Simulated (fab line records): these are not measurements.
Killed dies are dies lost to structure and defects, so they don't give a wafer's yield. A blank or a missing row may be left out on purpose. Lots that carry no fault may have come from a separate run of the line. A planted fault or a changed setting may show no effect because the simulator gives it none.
Chamber matching + flow n5_finfet + 4 sister chambers for N5_BEOL_M15_CMP_49 on cmp-03
The step polishes, stops on SiO2, t overpolish 4.9 s, target thk 850 nm. 4 wafers are shown with their chamber, then 8 later ones without.

== WAFERS, EACH WITH ITS CHAMBER ==
| wafer  | chamber | motor_current_A (A) |
|--------|---------|---------------------|
| L083.1 | 2       | 9.0                 |
| L085.2 | 3       | 9.3                 |
| L091.2 | 1       | 9.3                 |
| L091.3 | 0       | 8.5                 |

== WAFERS WITH NO CHAMBER GIVEN ==
| wafer  | motor_current_A (A) |
|--------|---------------------|
| L089.1 | 9.2                 |
| L089.2 | 8.6                 |
| L094.1 | 7.5                 |
| L094.2 | 9.7                 |
| L094.4 | 9.0                 |
| L095.1 | 8.8                 |
| L095.3 | 8.1                 |
| L096.2 | 8.8                 |

== THE CHAMBER EACH PASSED THROUGH ==
| wafer  | from the rows above               | in truth |
|--------|-----------------------------------|----------|
| L089.1 | can't be placed: 1 or 3 or 2 or 0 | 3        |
| L089.2 | can't be placed: 0 or 2 or 1 or 3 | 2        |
| L094.1 | can't be placed: 0 or 2 or 1 or 3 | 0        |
| L094.2 | can't be placed: 1 or 3 or 2 or 0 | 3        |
| L094.4 | can't be placed: 2 or 1 or 3 or 0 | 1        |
| L095.1 | can't be placed: 2 or 0 or 1 or 3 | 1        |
| L095.3 | can't be placed: 0 or 2 or 1 or 3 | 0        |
| L096.2 | can't be placed: 2 or 0 or 1 or 3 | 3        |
Correct placement for 0 of the 8. Cannot be placed on the basis of these rows: 8; the candidates contain the true chamber in 8. Wrongly placed: 0.
How it was worked out, from the rows above alone: a wafer's distance from a chamber is the root of the sum, over the readings, of the square of ((its reading less the chamber's mean) divided by the reading's scatter). If the next closest chamber is less than 2 further off than the closest, the wafer can't be placed; otherwise it belongs to the closest. A chamber's mean is the mean of its shown wafers. The scatter: with one shown wafer a chamber, the root of the mean of the squares of how far each hidden wafer lies from its nearest shown one.
